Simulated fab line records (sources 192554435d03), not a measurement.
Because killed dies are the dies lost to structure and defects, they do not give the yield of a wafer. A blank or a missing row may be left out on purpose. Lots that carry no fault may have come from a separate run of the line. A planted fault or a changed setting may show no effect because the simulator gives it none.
Which tool was responsible? ; flow n5_finfet ; 72 wafers from 24 lots sampled at 5 of the route's 1938 steps

WHAT EACH GAUGE READ, for each wafer
N5_BEOL_M11_OVL_MEAS_29.
lot;measured;on;V10_OVL (nm)
L074;day 10 18:28;overlay-02;0.4 0.0 -0.2
L076;day 11 09:43;overlay-02;-0.8 -1.7 -2.9
L075;day 11 12:28;overlay-01;-0.8 -0.1 -1.0
L077;day 12 06:52;overlay-02;0.3 -0.3 -0.7
L078;day 12 08:20;overlay-02;-2.5 -1.5 -1.4
L079;day 12 08:30;overlay-02;-0.6 -0.2 -0.6
L080;day 12 16:29;overlay-01;0.6 -0.5 0.2
L081;day 12 23:26;overlay-02;0.4 -0.1 -0.8
L082;day 12 23:35;overlay-02;-1.5 -0.6 -0.2
L083;day 13 04:08;overlay-02;-0.8 -1.1 0.2
L084;day 13 07:16;overlay-01;-0.3 0.4 -0.2
L085;day 13 17:10;overlay-02;-1.3 -0.8 -0.9
L087;day 14 01:44;overlay-01;-0.7 -1.6 -1.3
L086;day 14 07:02;overlay-02;-0.6 -1.2 0.5
L090;day 14 15:25;overlay-02;0.5 0.5 0.8
L089;day 14 18:10;overlay-02;1.4 -0.5 0.7
L088;day 14 20:49;overlay-01;-1.9 -2.1 -1.3
L092;day 15 12:32;overlay-02;-0.3 -1.8 0.6
L093;day 15 13:34;overlay-01;-0.6 0.0 -0.4
L091;day 16 03:09;overlay-01;-0.4 -1.4 -1.0
L094;day 16 06:13;overlay-01;-0.3 -0.5 -1.0
L096;day 16 06:28;overlay-02;-0.5 -0.7 0.3
L095;day 16 16:22;overlay-01;0.8 -0.3 0.6
L097;day 16 20:14;overlay-01;-0.1 0.9 0.0

N5_BEOL_M12_CD_MEAS_17 targets a cd of 140 nm.
lot;measured;on;cd_nm (nm)
L074;day 11 02:07;cd_sem-02;140 141 135
L076;day 11 15:26;cd_sem-01;142 141 142
L075;day 11 19:40;cd_sem-03;137 136 138
L077;day 12 11:34;cd_sem-01;136 137 139
L078;day 12 13:27;cd_sem-02;138 146 141
L079;day 12 14:04;cd_sem-01;139 138 135
L080;day 12 20:43;cd_sem-02;143 141 143
L081;day 13 05:19;cd_sem-01;140 144 145
L082;day 13 04:57;cd_sem-03;135 141 137
L083;day 13 09:05;cd_sem-01;136 142 137
L084;day 13 15:08;cd_sem-03;133 135 140
L085;day 13 21:31;cd_sem-02;142 145 137
L087;day 14 05:56;cd_sem-02;144 146 146
L086;day 14 11:26;cd_sem-03;141 137 139
L090;day 14 21:38;cd_sem-02;138 141 138
L089;day 14 22:32;cd_sem-03;139 143 144
L088;day 15 03:25;cd_sem-03;141 147 138
L092;day 15 17:14;cd_sem-02;144 138 138
L093;day 15 18:52;cd_sem-02;140 141 139
L091;day 16 07:56;cd_sem-03;136 147 141
L094;day 16 13:23;cd_sem-03;135 146 139
L096;day 16 12:52;cd_sem-03;142 143 139
L095;day 16 20:59;cd_sem-03;140 139 144
L097;day 17 01:13;cd_sem-02;134 136 138

N5_BEOL_M12_THK_MEAS_50: measures by xrf.
lot;measured;on;M12_THK (nm)
L074;day 11 04:59;film_metro-02;328 318 321
L076;day 11 19:06;film_metro-02;317 316 313
L075;day 12 00:15;film_metro-02;326 317 320
L077;day 12 14:54;film_metro-02;321 317 321
L078;day 12 19:08;film_metro-01;316 316 311
L079;day 12 19:47;film_metro-01;312 302 313
L080;day 13 01:55;film_metro-01;319 328 330
L081;day 13 13:11;film_metro-02;318 331 333
L082;day 13 12:16;film_metro-02;320 319 330
L083;day 13 14:15;film_metro-02;318 326 322
L084;day 13 18:05;film_metro-02;330 321 331
L085;day 14 01:28;film_metro-01;317 319 312
L087;day 14 09:39;film_metro-02;328 316 327
L086;day 14 15:13;film_metro-01;320 329 325
L090;day 15 03:20;film_metro-01;317 316 315
L089;day 15 03:18;film_metro-01;326 327 327
L088;day 15 06:29;film_metro-02;325 324 319
L092;day 15 19:52;film_metro-01;324 314 320
L093;day 15 22:16;film_metro-02;325 320 324
L091;day 16 12:32;film_metro-02;329 317 320
L094;day 16 18:25;film_metro-01;325 316 316
L096;day 16 15:41;film_metro-01;315 318 322
L095;day 17 00:42;film_metro-01;310 313 311
L097;day 17 05:16;film_metro-01;315 315 315

EACH LOT AND THE TOOL THAT RAN IT (in order: tool; ch and the chambers of the sampled wafers; start)
lot;N5_BEOL_M11_DEGAS_44;N5_BEOL_M11_ALD_74
L074;pvd_sputter-02, day 10 20:07;ald_metal-04 ch 2,3, day 10 20:14
L076;pvd_sputter-03, day 11 12:34;ald_metal-04 ch 1,2, day 11 12:45
L075;pvd_sputter-03, day 11 16:13;ald_metal-04 ch 1,3, day 11 16:19
L077;pvd_sputter-03, day 12 08:38;ald_metal-03 ch 0,2, day 12 08:44
L078;pvd_sputter-03, day 12 09:37;ald_metal-04 ch 0,1,2, day 12 09:43
L079;pvd_sputter-03, day 12 09:51;ald_metal-02 ch 0,1,3, day 12 10:11
L080;pvd_sputter-03, day 12 17:51;ald_metal-03 ch 0,1,3, day 12 17:58
L081;pvd_sputter-03, day 13 01:17;ald_metal-04 ch 1,2,3, day 13 01:23
L082;pvd_sputter-02, day 13 01:23;ald_metal-02 ch 0,1,2, day 13 01:32
L083;pvd_sputter-02, day 13 05:41;ald_metal-02 ch 1,2, day 13 05:47
L084;pvd_sputter-01, day 13 09:02;ald_metal-03 ch 0,1,3, day 13 09:13
L085;pvd_sputter-03, day 13 18:34;ald_metal-03 ch 0,1,3, day 13 18:41
L087;pvd_sputter-02, day 14 02:53;ald_metal-03 ch 0,2,3, day 14 03:00
L086;pvd_sputter-02, day 14 08:27;ald_metal-02 ch 0,1,2, day 14 08:33
L090;pvd_sputter-01, day 14 18:46;ald_metal-04 ch 0,3, day 14 18:52
L089;pvd_sputter-03, day 14 19:44;ald_metal-03 ch 0,1,3, day 14 19:50
L088;pvd_sputter-02, day 15 00:38;ald_metal-04 ch 0,1,2, day 15 00:46
L092;pvd_sputter-01, day 15 14:11;ald_metal-04 ch 0,1,3, day 15 14:19
L093;pvd_sputter-01, day 15 15:01;ald_metal-02 ch 0,1,3, day 15 15:08
L091;pvd_sputter-03, day 16 04:59;ald_metal-03 ch 0,1,3, day 16 05:05
L094;pvd_sputter-03, day 16 09:16;ald_metal-02 ch 2,3, day 16 09:30
L096;pvd_sputter-03, day 16 09:20;ald_metal-03 ch 0,1,3, day 16 09:30
L095;pvd_sputter-02, day 16 17:46;ald_metal-02 ch 0,1, day 16 18:05
L097;pvd_sputter-03, day 16 21:41;ald_metal-02 ch 0,2,3, day 16 22:00
- N5_BEOL_M11_DEGAS_44: time 60 s.
- N5_BEOL_M11_ALD_74: deposits TaN, target thk 2 nm, pulse time 2 s, purge time 3 s.

WHAT THE TOOLS THEMSELVES READ (means of the sampled wafers that have a number; where no wafer has one, the mark that the record gives instead)
N5_BEOL_M11_DEGAS_44.
lot;tool;heater_power_w (W)
L074;pvd_sputter-02;329
L076;pvd_sputter-03;351
L075;pvd_sputter-03;326
L077;pvd_sputter-03;352
L078;pvd_sputter-03;332
L079;pvd_sputter-03;335
L080;pvd_sputter-03;346
L081;pvd_sputter-03;332
L082;pvd_sputter-02;339
L083;pvd_sputter-02;315
L084;pvd_sputter-01;356
L085;pvd_sputter-03;342
L087;pvd_sputter-02;336
L086;pvd_sputter-02;338
L090;pvd_sputter-01;326
L089;pvd_sputter-03;330
L088;pvd_sputter-02;346
L092;pvd_sputter-01;344
L093;pvd_sputter-01;346
L091;pvd_sputter-03;327
L094;pvd_sputter-03;327
L096;pvd_sputter-03;342
L095;pvd_sputter-02;313
L097;pvd_sputter-03;328

N5_BEOL_M11_ALD_74.
lot;tool;heater_power_w (W);precursor_vessel_pressure_torr (Torr)
L074;ald_metal-04;427;26.29
L076;ald_metal-04;423;26.20
L075;ald_metal-04;487;26.19
L077;ald_metal-03;359;26.24
L078;ald_metal-04;412;26.27
L079;ald_metal-02;457;26.18
L080;ald_metal-03;393;26.20
L081;ald_metal-04;457;26.20
L082;ald_metal-02;467;26.26
L083;ald_metal-02;445;26.24
L084;ald_metal-03;392;26.31
L085;ald_metal-03;394;26.24
L087;ald_metal-03;386;26.24
L086;ald_metal-02;471;26.21
L090;ald_metal-04;431;26.27
L089;ald_metal-03;390;26.27
L088;ald_metal-04;408;26.27
L092;ald_metal-04;452;26.23
L093;ald_metal-02;452;26.27
L091;ald_metal-03;368;26.28
L094;ald_metal-02;425;26.25
L096;ald_metal-03;367;26.23
L095;ald_metal-02;472;26.30
L097;ald_metal-02;437;26.28

THE ANSWER, worked out from the rows above alone
Rule: what is usual is taken from the lots themselves. The widest of any qualifying gaps counts: lots, ordered by their means at a reading, are off when they make up no more than a third of the lots, leave a main group of 4 or more, and stand apart from it by 3 or more times the standard deviation of that group's means. A main group is skipped when, at the precision printed for the reading in the tables above, its means are all equal. Also off: a lot with no number at a reading for which 4 or more lots have one. All remaining lots with rows at the step are treated as sound. The gauges are gone through in route order, then the tools' own readings, and for those a lot's mean is taken as printed above. At the first step where some lot is off, the reading lying furthest off is the one used; lots without a number count as furthest.
No lot is off at any reading shown: from this, nothing can be told.

WHAT THE SIMULATOR PUT IN
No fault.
